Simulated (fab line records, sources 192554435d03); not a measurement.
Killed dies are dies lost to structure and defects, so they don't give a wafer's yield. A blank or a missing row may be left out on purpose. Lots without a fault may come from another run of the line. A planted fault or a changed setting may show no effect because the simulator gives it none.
Chamber matching | flow n5_finfet | N5_BEOL_M14_TRENCH_ETCH_34 on rie_diel-04: 4 sister chambers
The step etches SiO2 in C4F8/O2/Ar, target depth 556.65 nm, time 126.9 s. 14 wafers are shown with their chamber, then 7 later ones without.

WAFERS WITH THEIR CHAMBER
wafer  | chamber | rf_vpp_V (V) | drypump_motor_current_A (A) | throttle_valve_pct (%)
L079.2 | 0       | 2233         | 6.1                         | 30.61
L079.4 | 2       | 2216         | 5.5                         | 30.46
L079.6 | 1       | 2214         | 5.4                         | 30.67
L084.1 | 1       | 2214         | 5.4                         | 30.67
L084.2 | 0       | 2233         | 6.1                         | 30.62
L084.5 | 1       | 2215         | 5.4                         | 30.67
L087.1 | 0       | 2235         | 6.0                         | 30.62
L087.4 | 1       | 2214         | 5.4                         | 30.68
L087.6 | 1       | 2213         | 5.4                         | 30.67
L090.2 | 3       | 2158         | 5.0                         | 30.85
L090.3 | 1       | 2213         | 5.4                         | 30.68
L090.6 | 3       | 2157         | 4.9                         | 30.86
L093.2 | 2       | 2214         | 5.5                         | 30.49
L093.3 | 0       | 2235         | 6.1                         | 30.63

SIGNATURES (means of the wafers above)
reading                 | chamber 0 | chamber 1 | chamber 2 | chamber 3 | scatter within a chamber
rf_vpp_V                | 2234.00   | 2213.83   | 2215.00   | 2157.50   | 0.966
drypump_motor_current_A | 6.075     | 5.400     | 5.500     | 4.950     | 0.0354
throttle_valve_pct      | 30.6200   | 30.6733   | 30.4750   | 30.8550   | 0.00913
Rule: a wafer's distance from a chamber is the root of the sum, over the readings, of the square of ((its reading less the chamber's mean) divided by the reading's scatter). The wafer belongs to the nearest chamber; if the next one is less than 2 further off, it can't be placed. The scatter: the root of (the sum of the squares of (reading less its chamber's mean) over the shown wafers, divided by (wafers less chambers)).

WAFERS WITHOUT THEIR CHAMBER
wafer  | rf_vpp_V (V) | drypump_motor_current_A (A) | throttle_valve_pct (%)
L093.5 | 2232         | 6.1                         | 30.64
L094.1 | 2214         | 5.5                         | 30.50
L094.4 | 2213         | 5.4                         | 30.70
L094.5 | 2214         | 5.4                         | 30.71
L097.1 | 2214         | 5.4                         | 30.47
L097.2 | 2157         | 4.9                         | 30.87
L097.3 | 2213         | 5.4                         | 30.70

WHICH CHAMBER EACH WENT THROUGH
wafer  | from the rows above | in truth
L093.5 | 0                   | 0
L094.1 | 2                   | 2
L094.4 | 1                   | 1
L094.5 | 1                   | 1
L097.1 | 2                   | 2
L097.2 | 3                   | 3
L097.3 | 1                   | 1
Placed correctly: 7 of 7. Can't be placed from these rows: 0. Placed wrongly: 0.
